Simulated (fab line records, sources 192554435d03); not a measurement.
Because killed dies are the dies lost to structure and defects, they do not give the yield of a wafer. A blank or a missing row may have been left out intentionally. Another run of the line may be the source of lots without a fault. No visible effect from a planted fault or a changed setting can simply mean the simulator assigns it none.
Comparing a struck lot with a sound one :: flow n5-finfet :: 15 out of 1938 route steps
Sound: these wafers, L114.1, L114.4, L114.5. Wafers struck: L109.2, L109.4, L109.6. The cause comes at the end.
For every step that has rows: the tool of each side, followed by ch and its chambers, followed by its first start. Under that, the readings that differ: sound wafers :: struck wafers :: difference of the means :: sigmas: that difference in standard deviations of wafers without a fault.
alike: readings with means less than 2 such deviations apart, plus words and numbers identical on both sides. not compared: withheld readings, readings lacking a value on some wafer, bounds such as >300 that could conceal the same value, and numbers that have no deviation in the record and whose values overlap.
Wherever a step has rows on one side only, a row that says differs or no value, or a row with sigmas, the two part there. When numbers do not overlap yet have no deviation, they are printed without sigmas and do not part them. A reading missing from all wafers of one side parts the sides only when that side holds two or more wafers.

first, 11 steps without rows for these wafers: N5_HKMG_FIN_DESCUM_17 (chemistry O2, time 7.9 s); N5_HKMG_FIN_ETCH_31 (etches SiARC in CF4, target depth 45.5 nm, time 75.8 s); N5_HKMG_FIN_ETCH_32 (etches SOC in N2/H2, target depth 240 nm, time 300 s); N5_HKMG_FIN_STRIP_33 (strips in N2/H2); N5_HKMG_FIN_STRIP_34 (strips in CF4); N5_HKMG_FIN_ETCH_35 (etches SOC in N2/H2, target depth 215.8 nm, time 243.4 s); N5_HKMG_FIN_STRIP_92 (strips SOC in N2/H2, time 20 s); N5_HKMG_FIN_WET_ETCH_18 (etches TiN in SC1, time 55 s, target depth 5.2 nm, rinse time 30 s); N5_HKMG_FIN_STRIP_19 (strips in N2/H2, time 360 s); N5_HKMG_FIN_ALD_91 (deposits TiN, target thk 1 nm, pulse time 1 s, purge time 3 s); N5_HKMG_FIN_COAT_85 (time 60 s, resist thk 300 nm).
N5_HKMG_FIN_ETCH_86: etches SOC in N2/H2, stops on TiN, target depth 393.2 nm.
  sound on rie-diel-02 ch 0,1, day 7 15:24; struck on rie-diel-02 ch 1,2,3, day 6 05:06
  no value came back on the struck wafers for any of 8 readings (bias-w (W), chamber-pressure-mTorr (mTorr) and others); on the sound wafers bias-w (W) reads 61.43 60.90 61.16
reading: model.SOC_of_HKMG_FIN_COAT_85.thk-nm (nm)
sound: 16.8 15 16.8
struck: 299 298 298.8
difference: +282
sigmas: 
  not compared: rf-hours-counter-h
then, 1 step without rows for these wafers: N5_HKMG_FIN_STRIP_89 (strips SOC in N2/H2, time 20 s).
N5_BEOL_M4_RC_MEAS_101:
  the record has rows for the sound wafers here (prober-01 ch 0, day 11 06:27) and none for the struck ones
-- here the record skips 8 days between the struck wafers' starts before and after, leaving off in module BEOL_M4 and picking up in module PASSIVATION (first step shown: number 1936 of the route) --
N5_PASSIVATION_PROBE_49:
  rows exist in the record for the struck wafers here (prober-02, day 14 09:02), but not for the sound ones

== WHERE THEY PART ==
At N5_HKMG_FIN_ETCH_86 first; at N5_PASSIVATION_PROBE_49 last (within this record only).

WHY: what had been put in by the simulator
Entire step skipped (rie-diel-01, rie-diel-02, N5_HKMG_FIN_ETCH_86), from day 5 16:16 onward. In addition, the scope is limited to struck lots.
